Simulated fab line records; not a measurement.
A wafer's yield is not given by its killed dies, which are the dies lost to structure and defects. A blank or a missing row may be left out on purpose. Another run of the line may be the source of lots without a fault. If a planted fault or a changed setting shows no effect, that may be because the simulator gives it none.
Which tool is to blame?    flow n5-finfet    12 lots with 34 wafers sampled at 5 steps, on a route of 1938 steps

WHAT THE GAUGES READ, wafer by wafer
The record holds no reading of a measuring or inspecting step that can be judged against a usual standard deviation.

WHICH TOOL RAN EACH LOT (tool, then ch and the chambers of the sampled wafers, then the start)
lot   N5_HKMG_FIN_PWFM_ALD_03              N5_HKMG_FIN_STRIP_92                N5_HKMG_FIN_ALD_91                   N5_HKMG_FIN_ETCH_67                 N5_PASSIVATION_PROBE_49
L721  ald-metal-02 ch 0,2, day 4 00:53     rie-diel-05 ch 3, day 4 02:24       ald-metal-04 ch 0,2, day 4 02:56     rie-diel-06 ch 2, day 4 04:22       -
L726  ald-metal-03 ch 0,2, day 5 08:59     rie-diel-04 ch 1,2, day 5 10:14     ald-metal-04 ch 2,3, day 5 10:46     rie-diel-04 ch 2,3, day 5 12:37     -
L729  ald-metal-02 ch 0,1, day 6 10:44     rie-diel-06 ch 0,1, day 6 12:06     ald-metal-04 ch 1,2,3, day 6 12:38   rie-diel-06 ch 0,1, day 6 14:07     -
L730  ald-metal-02 ch 1,2,3, day 6 16:25   rie-diel-06 ch 0,1,2, day 6 17:47   ald-metal-04 ch 0,1,2, day 6 18:19   rie-diel-06 ch 0,1,3, day 6 19:50   -
L735  ald-metal-02 ch 0,1,2, day 7 12:39   rie-diel-04 ch 1,3, day 7 14:02     ald-metal-04 ch 0,2, day 7 14:34     rie-diel-05 ch 0,2,3, day 7 16:13   -
L734  ald-metal-03 ch 1,2, day 7 14:49     rie-diel-06 ch 0,1, day 7 16:19     ald-metal-04 ch 0,2,3, day 7 16:51   rie-diel-04 ch 0,1,3, day 7 18:16   -
L736  ald-metal-04 ch 0,1,3, day 7 21:05   rie-diel-05 ch 0,2,3, day 8 03:41   ald-metal-04 ch 1,2,3, day 8 04:13   rie-diel-06 ch 0,1,3, day 8 05:40   prober-01, day 16 11:33
L738  ald-metal-04 ch 2,3, day 8 14:26     rie-diel-06 ch 0,1,3, day 8 15:48   ald-metal-04 ch 0,2,3, day 8 16:20   rie-diel-04 ch 0,1,2, day 8 17:55   -
L741  ald-metal-03 ch 0,1,3, day 9 05:04   rie-diel-04 ch 2,3, day 9 06:26     ald-metal-02 ch 0,1, day 9 06:58     rie-diel-06 ch 0,1,2, day 9 08:32   prober-02, day 17 15:57
L742  ald-metal-02 ch 0,1, day 9 11:35     rie-diel-04 ch 1,2, day 9 12:59     ald-metal-03 ch 0,2, day 9 13:31     rie-diel-05 ch 0,2,3, day 9 14:58   prober-01, day 18 11:00
L743  ald-metal-04 ch 2,3, day 9 16:26     rie-diel-04 ch 0,1,3, day 9 17:49   ald-metal-02 ch 1,2, day 9 18:20     rie-diel-05 ch 0,1,2, day 9 19:45   prober-02, day 17 22:09
L744  ald-metal-02 ch 0,2,3, day 10 00:33  rie-diel-05 ch 0,2,3, day 10 01:56  ald-metal-03 ch 0,1,3, day 10 02:28  rie-diel-04 ch 1,2,3, day 10 03:52  -
- N5_HKMG_FIN_PWFM_ALD_03: deposits TiN, target thk 2 nm, pulse time 1 s, purge time 3 s.
- N5_HKMG_FIN_STRIP_92: strips SOC in N2/H2, time 20 s.
- N5_HKMG_FIN_ALD_91: deposits TiN, target thk 1 nm, pulse time 1 s, purge time 3 s.
- N5_HKMG_FIN_ETCH_67: etches SOC in N2/H2, stops on TiN, target depth 388.9 nm.
- N5_PASSIVATION_PROBE_49

WHAT THE TOOLS THEMSELVES READ (means of the sampled wafers that have a number; where no wafer has one, the mark that the record gives instead)
N5_HKMG_FIN_PWFM_ALD_03. Usual: heater-power-w 883 W, standard deviation 58; precursor-pulse-height-rel 1.000, standard deviation 0.019.
lot   tool          heater-power-w (W)  precursor-pulse-height-rel  flag
L721  ald-metal-02  904                 1.006                       
L726  ald-metal-03  865                 1.006                       
L729  ald-metal-02  929                 1.001                       
L730  ald-metal-02  852                 0.998                       
L735  ald-metal-02  919                 0.992                       
L734  ald-metal-03  896                 0.992                       
L736  ald-metal-04  918                 0.997                       
L738  ald-metal-04  918                 1.004                       
L741  ald-metal-03  866                 1.020                       
L742  ald-metal-02  940                 1.000                       
L743  ald-metal-04  938                 1.013                       
L744  ald-metal-02  860                 0.995                       

N5_HKMG_FIN_STRIP_92. Usual: for drypump-motor-current-A, 5.9 A with a standard deviation of 0.46; for n2-flow-sccm, 300.0 sccm with a standard deviation of 0.81; for oes-product-au, 0.80 a.u. with a standard deviation of 0.083; for power-w, 499.8 W with a standard deviation of 1.5; for rf-vpp-V, 54.4 V with a standard deviation of 0.84; for showerhead-plenum-p-Torr, 3.45 Torr with a standard deviation of 0.099; for throttle-valve-pct, 18.9 % with a standard deviation of 0.51.
lot   tool         drypump-motor-current-A (A)  n2-flow-sccm (sccm)  oes-product-au (a.u.)  power-w (W)  rf-vpp-V (V)  showerhead-plenum-p-Torr (Torr)  throttle-valve-pct (%)  flag
L721  rie-diel-05  5.8                          299.6                0.74                   499.4        54.2          3.45                             18.1                    
L726  rie-diel-04  6.0                          300.0                0.77                   498.4        55.1          3.53                             19.1                    
L729  rie-diel-06  6.5                          300.3                0.83                   500.3        54.1          3.52                             18.8                    
L730  rie-diel-06  6.2                          301.2                0.76                   499.5        54.3          3.43                             18.8                    
L735  rie-diel-04  6.0                          299.6                0.74                   500.2        54.9          3.46                             19.2                    
L734  rie-diel-06  6.4                          300.3                0.82                   499.6        54.7          3.51                             18.8                    
L736  rie-diel-05  5.8                          300.4                0.81                   499.8        55.0          3.41                             18.3                    
L738  rie-diel-06  6.0                          300.6                0.77                   500.2        54.7          3.50                             19.2                    
L741  rie-diel-04  6.3                          299.7                0.82                   498.9        54.5          3.47                             19.3                    
L742  rie-diel-04  6.0                          299.7                0.71                   500.3        53.9          3.49                             19.3                    
L743  rie-diel-04  5.7                          299.8                0.79                   499.5        54.2          3.37                             19.0                    
L744  rie-diel-05  5.8                          300.6                0.80                   500.1        54.8          3.40                             18.4                    

N5_HKMG_FIN_ALD_91. Usual: heater-power-w 882 W, standard deviation 51; precursor-pulse-height-rel 1.000, standard deviation 0.019.
lot   tool          heater-power-w (W)  precursor-pulse-height-rel  flag
L721  ald-metal-04  864                 1.001                       
L726  ald-metal-04  890                 1.001                       
L729  ald-metal-04  914                 1.036                       
L730  ald-metal-04  892                 1.007                       
L735  ald-metal-04  848                 0.996                       
L734  ald-metal-04  897                 1.012                       
L736  ald-metal-04  927                 0.991                       
L738  ald-metal-04  875                 0.992                       
L741  ald-metal-02  940                 0.999                       
L742  ald-metal-03  857                 1.016                       
L743  ald-metal-02  894                 0.988                       
L744  ald-metal-03  866                 0.983                       

N5_HKMG_FIN_ETCH_67. Usual: drypump-motor-current-A 5.9 A, standard deviation 0.48; n2-flow-sccm 200.1 sccm, standard deviation 0.6; oes-product-au 0.78 a.u., standard deviation 0.073; rf-vpp-V 241.5 V, standard deviation 1.3; showerhead-plenum-p-Torr 2.61 Torr, standard deviation 0.083; throttle-valve-pct 17.71 %, standard deviation 0.29.
lot   tool         drypump-motor-current-A (A)  n2-flow-sccm (sccm)  oes-product-au (a.u.)  rf-vpp-V (V)  showerhead-plenum-p-Torr (Torr)  throttle-valve-pct (%)  flag
L721  rie-diel-06  5.9                          200.1                0.68                   239.6         2.48                             17.55                   
L726  rie-diel-04  6.3                          199.1                0.83                   243.6         2.67                             17.79                   
L729  rie-diel-06  6.4                          200.6                0.77                   241.3         2.66                             17.93                   
L730  rie-diel-06  6.0                          200.2                0.78                   242.2         2.66                             17.87                   
L735  rie-diel-05  5.8                          200.2                0.81                   241.3         2.58                             17.34                   
L734  rie-diel-04  5.7                          200.1                0.79                   240.7         2.56                             17.71                   
L736  rie-diel-06  5.9                          200.0                0.76                   241.7         2.66                             17.89                   
L738  rie-diel-04  5.7                          200.5                0.78                   241.3         2.60                             17.80                   
L741  rie-diel-06  6.2                          200.5                0.82                   241.9         2.59                             17.64                   
L742  rie-diel-05  5.8                          200.3                0.79                   241.5         2.58                             17.36                   
L743  rie-diel-05  5.8                          199.7                0.80                   240.4         2.60                             17.68                   
L744  rie-diel-04  6.1                          199.9                0.75                   241.4         2.64                             17.84                   

N5_PASSIVATION_PROBE_49. Usual: killed_at_M0_to_M3 33, standard deviation 9.9; killed_at_M4_up 15, standard deviation 5.6; killed-at-contacts 13, standard deviation 5.7; killed-at-front-end 38, standard deviation 12; killed-at-other 4, standard deviation 3.1; killed-dies 103, standard deviation 17; killed-open 66, standard deviation 13; killed-short 32, standard deviation 7.8.
lot   tool       killed_at_M0_to_M3  killed_at_M4_up  killed-at-contacts  killed-at-front-end  killed-at-other  killed-dies  killed-open  killed-short  flag
L736  prober-01  32                  13               7                   61                   1                114          63           26            
L741  prober-02  25                  14               13                  40                   5                98           55           36            
L742  prober-01  25                  11               10                  40                   8                95           66           26            
L743  prober-02  34                  9                9                   34                   1                87           50           34            

THE ANSWER, worked out from the rows above alone
Rule: a lot counts as off when the mean over its wafers that have a number is more than 3 standard deviations away from the usual mean. A lot without any number at a reading at which 4 lots or more have one is off too. All remaining lots with rows at the step are treated as sound. After the gauges, taken in route order, come the tools' own readings; for these a lot's mean is taken, as printed above. At the first step where some lot is off, the reading lying furthest off is the one used; lots without a number count as furthest.
Nothing can be told from this: no lot is off at any reading shown.

WHAT WAS PUT IN BY THE SIMULATOR
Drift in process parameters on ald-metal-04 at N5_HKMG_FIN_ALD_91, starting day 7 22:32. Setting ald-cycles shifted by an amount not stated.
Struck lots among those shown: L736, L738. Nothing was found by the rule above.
